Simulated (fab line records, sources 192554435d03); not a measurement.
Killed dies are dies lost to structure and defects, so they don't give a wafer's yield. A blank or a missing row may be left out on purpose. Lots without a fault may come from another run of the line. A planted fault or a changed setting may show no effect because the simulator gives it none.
A struck lot beside a sound one | flow n5_finfet | 14 steps out of a route of 1938
Sound: wafers L597.1, L597.3, L597.5. Struck: wafers L603.1, L603.2, L603.5. The cause comes at the end.
At each step with rows: each side's tool, then ch and its chambers, then its first start. Under that, the readings that differ: sound wafers | struck wafers | difference of the means | sigmas: that difference in standard deviations of wafers without a fault.
alike: readings whose means differ by less than 2 such deviations, and words and numbers that are the same on both sides. not compared: withheld readings, readings that some wafer has no value for, bounds like >300 that may hide the same value, and numbers for which the record gives no deviation and whose values overlap.
The two part at a step that has a row with sigmas, a row that says differs or no value, or rows on one side only. Numbers that don't overlap but have no deviation are shown without sigmas and don't part them. A reading that every wafer of one side lacks parts them only if that side has two wafers or more.

first, 1 step without rows for these wafers: N5_MIM_TOP_LITHO_HARDBAKE_09 (time 120 s).
N5_MIM_TOP_LITHO_CD_MEAS_08: target cd 2000 nm.
  sound on cd_sem-01 ch 0, day 13 21:25; struck on cd_sem-01 ch 0, day 15 21:56
  alike: cd_nm
N5_MIM_TOP_LITHO_OVL_MEAS_11:
  sound on overlay-02 ch 0, day 13 21:26; struck on overlay-01 ch 0, day 15 21:58
  alike: MIM_TOP_OVL
N5_MIM_TOP_LITHO_INSPECT_12: inspects for defects (macro).
  sound on defect_inspect-02, day 13 21:28; struck on defect_inspect-01, day 15 21:59
  alike: raw_defect_count
N5_MIM_TOP_LITHO_DESCUM_10: chemistry O2, time 7.9 s.
  sound on rie_diel-05 ch 1,2,3, day 13 21:30; struck on rie_diel-02 ch 0,2, day 15 22:02
  alike: drypump_motor_current_A, oes_product_au, rf_vpp_V, showerhead_plenum_p_Torr, throttle_valve_pct
  not compared: rf_hours_counter_h
N5_MIM_TOP_ETCH_ETCH_00: etches TiN in Cl2/BCl3, target depth 38.5 nm.
  sound on rie_metal-01 ch 0, day 13 21:35; struck on rie_metal-02 ch 0,1, day 15 22:07
  reading                     | sound             | struck            | difference | sigmas
  drypump_motor_current_A (A) | 4.6 4.6 4.6       | 5.3 6.1 6.1       | +1.2       | +2
  throttle_valve_pct (%)      | 22.54 22.56 22.55 | 22.77 22.90 22.88 | +0.30      | +2
  alike: oes_ar_750_au, oes_product_au
  not compared: rf_hours_counter_h
N5_MIM_TOP_ETCH_STRIP_01: strips in O2.
  sound on rie_diel-01 ch 1,2,3, day 13 21:44; struck on rie_diel-01 ch 1,3, day 15 22:15
  alike: drypump_motor_current_A, oes_product_au, rf_vpp_V, showerhead_plenum_p_Torr, throttle_valve_pct
  not compared: rf_hours_counter_h
N5_MIM_TOP_ETCH_PECVD_03: deposits SiNx from SiH4/NH3/N2, target thk 20 nm, time 17.6 s.
  sound on pecvd-04 ch 0,1,2, day 13 21:47; struck on pecvd-01 ch 0,1,2, day 15 22:19
  alike: heater_power_w, showerhead_plenum_p_Torr, throttle_valve_pct
  not compared: since_wet_clean_h
then, 4 steps without rows for these wafers: N5_MIM_BOT_LITHO_HMDS_01 (time 60 s); N5_MIM_BOT_LITHO_COAT_02; N5_MIM_BOT_LITHO_EBR_04; N5_MIM_BOT_LITHO_SOFTBAKE_03 (time 90 s).
N5_MIM_BOT_LITHO_EXPOSE_05: exposes mask MIM BOT.
  sound on krf_scanner-01 ch 0, day 13 21:58; struck on krf_scanner-01, day 15 22:37
  no value came back on the struck wafers for exposure_dose_mJ_cm2, focus_offset_nm (nm), reticle_temp_C (C); on the sound wafers exposure_dose_mJ_cm2 reads 24.215 24.256 24.202
  alike: mask
then, 1 step without rows for these wafers: N5_MIM_BOT_LITHO_PEB_06.

WHERE THEY PART
First at N5_MIM_TOP_ETCH_ETCH_00; last, within this record, at N5_MIM_BOT_LITHO_EXPOSE_05.

WHY: what the simulator had put in
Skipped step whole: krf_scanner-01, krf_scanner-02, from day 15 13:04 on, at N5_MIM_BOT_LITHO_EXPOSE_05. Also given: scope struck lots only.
